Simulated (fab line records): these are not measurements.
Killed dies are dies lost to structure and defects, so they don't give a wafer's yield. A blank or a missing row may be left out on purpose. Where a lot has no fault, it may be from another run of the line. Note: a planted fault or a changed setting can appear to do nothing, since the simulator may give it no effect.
Matching of chambers / flow nand harc / NHARC_P_CONTACT_DEP_30 on pecvd-04: 3 sister chambers
The step deposits SiNx, target thk 30 nm. 6 wafers are shown with their chamber, then 11 later ones without.

## WAFERS WITH THEIR CHAMBER
wafer=L083.4; chamber=2; heater power w (W)=781
wafer=L083.2; chamber=2; heater power w (W)=795
wafer=L084.1; chamber=0; heater power w (W)=581
wafer=L084.2; chamber=1; heater power w (W)=743
wafer=L084.5; chamber=1; heater power w (W)=730
wafer=L085.1; chamber=0; heater power w (W)=550

## WAFERS MISSING THEIR CHAMBER
wafer=L085.3; heater power w (W)=736
wafer=L085.6; heater power w (W)=778
wafer=L085.2; heater power w (W)=788
wafer=L085.4; heater power w (W)=576
wafer=L085.5; heater power w (W)=755
wafer=L087.2; heater power w (W)=690
wafer=L087.3; heater power w (W)=721
wafer=L087.4; heater power w (W)=597
wafer=L087.1; heater power w (W)=594
wafer=L087.5; heater power w (W)=717
wafer=L087.6; heater power w (W)=683

## WHICH CHAMBER EACH ONE RAN IN
wafer=L085.3; from the rows above=1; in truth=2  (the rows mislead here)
wafer=L085.6; from the rows above=2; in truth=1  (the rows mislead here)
wafer=L085.2; from the rows above=2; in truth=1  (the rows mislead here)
wafer=L085.4; from the rows above=0; in truth=0
wafer=L085.5; from the rows above=can't be placed: 1 or 2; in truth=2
wafer=L087.2; from the rows above=1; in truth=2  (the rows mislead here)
wafer=L087.3; from the rows above=1; in truth=1
wafer=L087.4; from the rows above=0; in truth=0
wafer=L087.1; from the rows above=0; in truth=0
wafer=L087.5; from the rows above=1; in truth=1
wafer=L087.6; from the rows above=1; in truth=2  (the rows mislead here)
Correct placement for 5 of the 11. These rows do not allow placing 1 (true chamber among the candidates in 1). Number placed wrongly: 5.
How it was worked out, from the rows above alone: a wafer's distance from a chamber is the root of the sum, over the readings, of the square of ((its reading less the chamber's mean) divided by the reading's scatter). If the next closest chamber is less than 2 further off than the closest, the wafer can't be placed; otherwise it belongs to the closest. The mean given for a chamber averages the wafers shown for that chamber. The scatter: take each reading less its chamber's mean, square it, sum over the shown wafers, divide by the number of wafers less the number of chambers, and take the root.
